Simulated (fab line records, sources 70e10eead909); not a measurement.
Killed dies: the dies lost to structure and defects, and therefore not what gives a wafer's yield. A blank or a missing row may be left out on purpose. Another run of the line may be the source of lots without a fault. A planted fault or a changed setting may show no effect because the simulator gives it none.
Matching of chambers || flow nandHarc || NHARC_P_M2_PRE_CLEAN_32 on pecvd-02 has 3 sister chambers
The step time 12 s. 14 wafers are shown with their chamber, then 7 later ones without.

== WAFERS PAIRED WITH THEIR CHAMBERS ==
{"wafer": "L076.1", "chamber": 0, "heaterPowerW (W)": 750, "heaterPowerOuterW (W)": 442}
{"wafer": "L076.3", "chamber": 2, "heaterPowerW (W)": 647, "heaterPowerOuterW (W)": 400}
{"wafer": "L076.4", "chamber": 2, "heaterPowerW (W)": 650, "heaterPowerOuterW (W)": 407}
{"wafer": "L079.2", "chamber": 1, "heaterPowerW (W)": 656, "heaterPowerOuterW (W)": 391}
{"wafer": "L079.5", "chamber": 0, "heaterPowerW (W)": 728, "heaterPowerOuterW (W)": 429}
{"wafer": "L079.6", "chamber": 2, "heaterPowerW (W)": 584, "heaterPowerOuterW (W)": 349}
{"wafer": "L078.1", "chamber": 1, "heaterPowerW (W)": 561, "heaterPowerOuterW (W)": 296}
{"wafer": "L078.2", "chamber": 2, "heaterPowerW (W)": 654, "heaterPowerOuterW (W)": 413}
{"wafer": "L078.5", "chamber": 0, "heaterPowerW (W)": 713, "heaterPowerOuterW (W)": 415}
{"wafer": "L081.1", "chamber": 0, "heaterPowerW (W)": 720, "heaterPowerOuterW (W)": 420}
{"wafer": "L081.2", "chamber": 1, "heaterPowerW (W)": 608, "heaterPowerOuterW (W)": 333}
{"wafer": "L081.4", "chamber": 2, "heaterPowerW (W)": 634, "heaterPowerOuterW (W)": 373}
{"wafer": "L088.1", "chamber": 2, "heaterPowerW (W)": 627, "heaterPowerOuterW (W)": 387}
{"wafer": "L088.3", "chamber": 0, "heaterPowerW (W)": 706, "heaterPowerOuterW (W)": 395}

SIGNATURES (averages over the wafers above)
{"reading": "heaterPowerW", "chamber 0": 723.40, "chamber 1": 608.33, "chamber 2": 632.67, "scatter within a chamber": 28.6}
{"reading": "heaterPowerOuterW", "chamber 0": 420.20, "chamber 1": 340.00, "chamber 2": 388.17, "scatter within a chamber": 28.1}
Rule: for each reading, subtract the chamber's mean from the wafer's reading, divide by that reading's scatter and square the result; add these up over the readings and take the root, which gives the wafer's distance from the chamber. If the next closest chamber is less than 2 further off than the closest, the wafer can't be placed; otherwise it belongs to the closest. How the scatter is found: for the shown wafers, subtract from each reading the mean of its chamber, square and add these, divide the total by (wafers less chambers), then take the root.

== WAFERS WITHOUT THEIR CHAMBER ==
{"wafer": "L088.6", "heaterPowerW (W)": 694, "heaterPowerOuterW (W)": 398}
{"wafer": "L092.3", "heaterPowerW (W)": 694, "heaterPowerOuterW (W)": 411}
{"wafer": "L092.4", "heaterPowerW (W)": 665, "heaterPowerOuterW (W)": 387}
{"wafer": "L092.6", "heaterPowerW (W)": 699, "heaterPowerOuterW (W)": 402}
{"wafer": "L097.2", "heaterPowerW (W)": 681, "heaterPowerOuterW (W)": 380}
{"wafer": "L097.4", "heaterPowerW (W)": 673, "heaterPowerOuterW (W)": 388}
{"wafer": "L097.5", "heaterPowerW (W)": 643, "heaterPowerOuterW (W)": 379}

== THE CHAMBER EACH PASSED THROUGH ==
{"wafer": "L088.6", "from the rows above": "can't be placed: 0 or 2", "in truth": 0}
{"wafer": "L092.3", "from the rows above": "can't be placed: 0 or 2", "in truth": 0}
{"wafer": "L092.4", "from the rows above": "can't be placed: 2 or 0 or 1", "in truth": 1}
{"wafer": "L092.6", "from the rows above": "can't be placed: 0 or 2", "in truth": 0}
{"wafer": "L097.2", "from the rows above": "can't be placed: 2 or 0 or 1", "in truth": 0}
{"wafer": "L097.4", "from the rows above": "can't be placed: 2 or 0 or 1", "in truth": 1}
{"wafer": "L097.5", "from the rows above": "can't be placed: 2 or 1", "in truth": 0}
Correct placement for 0 of the 7. Unplaceable from these rows: 7, with the true chamber sitting among the candidates in 6. 0 placed wrongly.
